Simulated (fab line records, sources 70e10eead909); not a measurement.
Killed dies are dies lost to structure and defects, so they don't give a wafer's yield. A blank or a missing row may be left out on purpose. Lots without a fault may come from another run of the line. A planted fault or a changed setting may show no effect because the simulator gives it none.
Problem report in the 8D (eight disciplines) form, filled by code | flow nand_harc | the parts of the form that need people (team, actions taken, sign-off) are left out

1. THE PROBLEM
exposure_dose_mJ_cm2 at NHARC_P_CONTACT_EXPOSE_09 reads a mean of 82.59 on 9 wafers of 3 lots; wafers without a fault read 81.21 with a standard deviation of 0.081. That is +17 standard deviations from the usual mean.
The step: exposes mask P CA, target cd 90 nm.
First seen on wafer L754.2, day 9 06:14, on arfi_scanner-02. The record holds 21 wafers of 7 lots with a number at this step. Rule for "out", or "out of limits": more than 4 standard deviations from the usual mean. The other wafers with a number count as sound.

2. WHAT IT IS AND WHAT IT IS NOT
question                    | is                     | is not
which readings at this step | exposure_dose_mJ_cm2   | -
which lots                  | L754, L755, L757       | L748, L750, L752, L762
which wafers of those lots  | all that have a number | -
read on which tools         | arfi_scanner-02        | arfi_scanner-01, arfi_scanner-03
when                        | from day 9 06:14       | up to then (9 sound wafers); but 3 sound wafers of L762 came after

3. SUSPECTS, AND WHAT RULES EACH OUT
Counting: a tool at a process step up to the reading stays a suspect if it ran every lot that is out and no sound lot after the first of them.
- arfi_scanner-02 at NHARC_P_CONTACT_EXPOSE_09 (exposes mask P CA, target cd 90 nm): kept. It ran every lot that is out, first L754 (day 9 06:14), and no sound lot after that; its last sound lot up to then is L750 (day 8 02:21). Its own readings are out on those wafers: exposure_dose_mJ_cm2.
Left after counting: arfi_scanner-02 at NHARC_P_CONTACT_EXPOSE_09.

4. THE CAUSE (what the simulator had put in)
Process parameter drift: arfi_scanner-02, from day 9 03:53 on, at NHARC_P_CONTACT_EXPOSE_09. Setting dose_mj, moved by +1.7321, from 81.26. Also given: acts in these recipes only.
Counting left only this tool.

5. THE CHAIN OF EFFECTS, in route order
Each row: a reading whose mean over the struck wafers that have a number lies more than 3 standard deviations from the usual. Only readings for which the record gives a usual standard deviation are gone through. hours: the time from each lot's start at the first step in this table that gives one to its start at this step, as a median over the lots. sigmas: the change in usual standard deviations.
hours | step                      | reading              | usual | on struck wafers | change | sigmas
0     | NHARC_P_CONTACT_EXPOSE_09 | exposure_dose_mJ_cm2 | 81.21 | 82.59            | +1.38  | +17
The process steps in it:
- NHARC_P_CONTACT_EXPOSE_09: exposes mask P CA, target cd 90 nm.
Later measuring or inspecting steps at which every struck wafer that the step has a row for has a number for every such reading, and none has moved that far: NHARC_P_CONTACT_CD_MEAS_12, NHARC_P_CONTACT_OVL_MEAS_13, NHARC_P_CONTACT_INSPECT_14, NHARC_END_SORT_01.

6. WHAT WOULD HAVE CAUGHT IT SOONER
In this record the first reading out of limits was taken at day 9 06:14, 2 hours after the fault began at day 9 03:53.
